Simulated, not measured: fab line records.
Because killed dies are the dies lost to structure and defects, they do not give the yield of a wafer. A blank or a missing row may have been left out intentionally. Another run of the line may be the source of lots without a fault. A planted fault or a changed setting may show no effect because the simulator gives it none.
Struck lot and sound lot, side by side || flow nand-harc || 29 steps out of a route of 1302
Sound: wafers L642.2, L642.5, L642.6. Wafers L632.2, L632.5, L632.6 were the ones struck. Last of all comes the cause.
At each step with rows: each side's tool, then ch and its chambers, then its first start. Under that, the readings that differ: sound wafers || struck wafers || difference of the means || sigmas: that difference in standard deviations of wafers without a fault.
alike: readings with means less than 2 such deviations apart, plus words and numbers identical on both sides. not compared: withheld readings, readings lacking a value on some wafer, bounds such as >300 that could conceal the same value, and numbers that have no deviation in the record and whose values overlap.
Wherever a step has rows on one side only, a row that says differs or no value, or a row with sigmas, the two part there. Non-overlapping numbers with no deviation appear without sigmas and do not part them. Lack of a reading on every wafer of one side parts them only where that side has two or more wafers.

first, 2 steps without rows for these wafers: NHARC_A_CHANNEL_HOLE_D2_PEB_08 (peb time 65 s); NHARC_A_CHANNEL_HOLE_D2_DEVELOP_09 (develop time 35 s).
NHARC_A_CHANNEL_HOLE_D2_CD_MEAS_10: the cd target is 100 nm.
  sound on cd-sem-02 ch 0, day 18 10:11; struck on cd-sem-03 ch 0, day 14 07:24
  alike: cd-nm
NHARC_A_CHANNEL_HOLE_D2_OVL_MEAS_11:
  struck on overlay-02, day 14 07:29; sound on overlay-01, day 18 10:17
{"reading": "overlay-x-nm (nm)", "sound": "1.2 1.3 1.0", "struck": "-0.4 -0.6 -0.8", "difference": -1.8, "sigmas": -2}
  alike: overlay-y-nm
NHARC_A_CHANNEL_HOLE_D2_INSPECT_12:
  struck on defect-inspect-01, day 14 07:31; sound on defect-inspect-02, day 18 10:19
  alike: raw-defect-count
NHARC_A_CHANNEL_HOLE_D2_DESCUM_15: chemistry O2, time 3 s.
  sound on rie-diel-04 ch 2,3, day 18 10:23; struck on rie-diel-04 ch 0,1,2, day 14 07:36
  alike: drypump-motor-current-A, oes-product-au, rf-vpp-V, showerhead-plenum-p-Torr, throttle-valve-pct
  not compared: rf-hours-counter-h
NHARC_A_CHANNEL_HOLE_D2_ETCH_38: etches the open film in CF4, target depth 39 nm, time 65 s.
  sound on rie-diel-04 ch 0,3, day 18 10:28; struck on rie-diel-04 ch 0,1, day 14 07:40
{"reading": "drypump-motor-current-A (A)", "sound": "6.3 6.3 5.4", "struck": "4.7 5.4 4.7", "difference": -1.1, "sigmas": -2}
  alike: oes-product-au, rf-vpp-V, showerhead-plenum-p-Torr, throttle-valve-pct
  not compared: rf-hours-counter-h
then, 3 steps without rows for these wafers: NHARC_A_CHANNEL_HOLE_D2_ETCH_39 (etches the open film in N2/H2, target depth 260 nm, time 325 s); NHARC_A_CHANNEL_HOLE_D2_ETCH_34 (etches the open film in CF4/CHF3, target depth 154 nm, time 77 s); NHARC_A_CHANNEL_HOLE_D2_ETCH_16 (etches the open film in O2/COS, target depth 3100 nm, time 806 s).
NHARC_A_CHANNEL_HOLE_D2_CD_MEAS_18:
  struck on cd-sem-03, day 14 08:41; sound on cd-sem-01, day 18 11:29
  alike: cd-nm
NHARC_A_CHANNEL_HOLE_D2_ETCH_19: etches the open film in C4F8/O2/Ar, time 34.5 s.
  sound on har-etch-01 ch 0,1, day 18 11:34; struck on har-etch-02 ch 0,1, day 14 08:46
  alike: drypump-motor-current-A, oes-air-line-au, showerhead-plenum-p-Torr, temp-c, throttle-valve-pct
  not compared: rf-hours-counter-h
NHARC_A_CHANNEL_HOLE_D2_ETCH_20: etches the open film in C4F8/O2/Ar, time 361.9 s, target depth 1600 nm.
  sound on har-etch-01 ch 0,1, day 18 11:40; struck on har-etch-02 ch 0,1, day 14 08:52
  alike: drypump-motor-current-A, oes-air-line-au, showerhead-plenum-p-Torr, temp-c, throttle-valve-pct
  not compared: rf-hours-counter-h
then, 5 steps without rows for these wafers: NHARC_A_CHANNEL_HOLE_D2_ETCH_21 (etches the open film in C4F8/O2/Ar, time 514.3 s, target depth 1600 nm); NHARC_A_CHANNEL_HOLE_D2_ETCH_22 (etches the open film in C4F8/O2/Ar, time 666.7 s, target depth 1600 nm); NHARC_A_CHANNEL_HOLE_D2_ETCH_23 (etches the open film in C4F8/O2/Ar, time 819 s, target depth 1600 nm); NHARC_A_CHANNEL_HOLE_D2_ETCH_24 (etches the open film in C4F8/O2/Ar, time 906.2 s, target depth 1500 nm); NHARC_A_CHANNEL_HOLE_D2_ETCH_25 (etches the open film in C4F8/O2/Ar, time 1040.2 s, target depth 1500 nm).
NHARC_A_CHANNEL_HOLE_D2_ETCH_26: etches the open film in C4F8/O2/Ar, time 224.1 s, target depth 300 nm.
  sound on har-etch-01 ch 0,1, day 18 15:19; struck on har-etch-02 ch 0,1, day 14 12:31
  alike: drypump-motor-current-A, oes-air-line-au, showerhead-plenum-p-Torr, temp-c, throttle-valve-pct
  not compared: rf-hours-counter-h
NHARC_A_CHANNEL_HOLE_D2_ETCH_27: etches the open film in C4F8/O2/Ar, time 90 s, target depth 400 nm.
  sound on har-etch-01 ch 0,1, day 18 15:31; struck on har-etch-02 ch 0,1, day 14 12:43
  alike: drypump-motor-current-A, oes-air-line-au, showerhead-plenum-p-Torr, temp-c, throttle-valve-pct
  not compared: rf-hours-counter-h
then, 7 steps without rows for these wafers: NHARC_A_CHANNEL_HOLE_D2_STRIP_41 (strips in N2/H2); NHARC_A_CHANNEL_HOLE_D2_STRIP_42 (strips in CF4/CHF3); NHARC_A_CHANNEL_HOLE_D2_STRIP_43 (strips in O2/COS); NHARC_A_CHANNEL_HOLE_D2_ETCH_44 (etches the open film in CF4/O2, target depth 140 nm, overetch 14 nm, time 77 s); NHARC_A_CHANNEL_HOLE_D2_STRIP_28 (strips in O2); NHARC_A_CHANNEL_HOLE_D2_PRECLEAN_29 (cleans in SC1); NHARC_A_CHANNEL_HOLE_D2_SRD_30.
NHARC_A_CHANNEL_HOLE_D2_CD_MEAS_31:
  struck on cd-sem-01, day 14 14:17; sound on cd-sem-01, day 18 17:05
  alike: cd-nm
NHARC_A_CHANNEL_HOLE_D2_XSEM_32:
  sound on xsem-01 ch 0, day 18 17:11; struck on xsem-01 ch 0
{"reading": "bow-nm (nm)", "sound": "8.5 8.5 8.4", "struck": "- - -", "difference": "no value on the struck wafers", "sigmas": ""}
  alike: bot-cd-nm, tilt-deg

WHERE THEY PART
At NHARC_A_CHANNEL_HOLE_D2_OVL_MEAS_11 first; at NHARC_A_CHANNEL_HOLE_D2_XSEM_32 last (within this record only).

WHY: what the simulator had put in
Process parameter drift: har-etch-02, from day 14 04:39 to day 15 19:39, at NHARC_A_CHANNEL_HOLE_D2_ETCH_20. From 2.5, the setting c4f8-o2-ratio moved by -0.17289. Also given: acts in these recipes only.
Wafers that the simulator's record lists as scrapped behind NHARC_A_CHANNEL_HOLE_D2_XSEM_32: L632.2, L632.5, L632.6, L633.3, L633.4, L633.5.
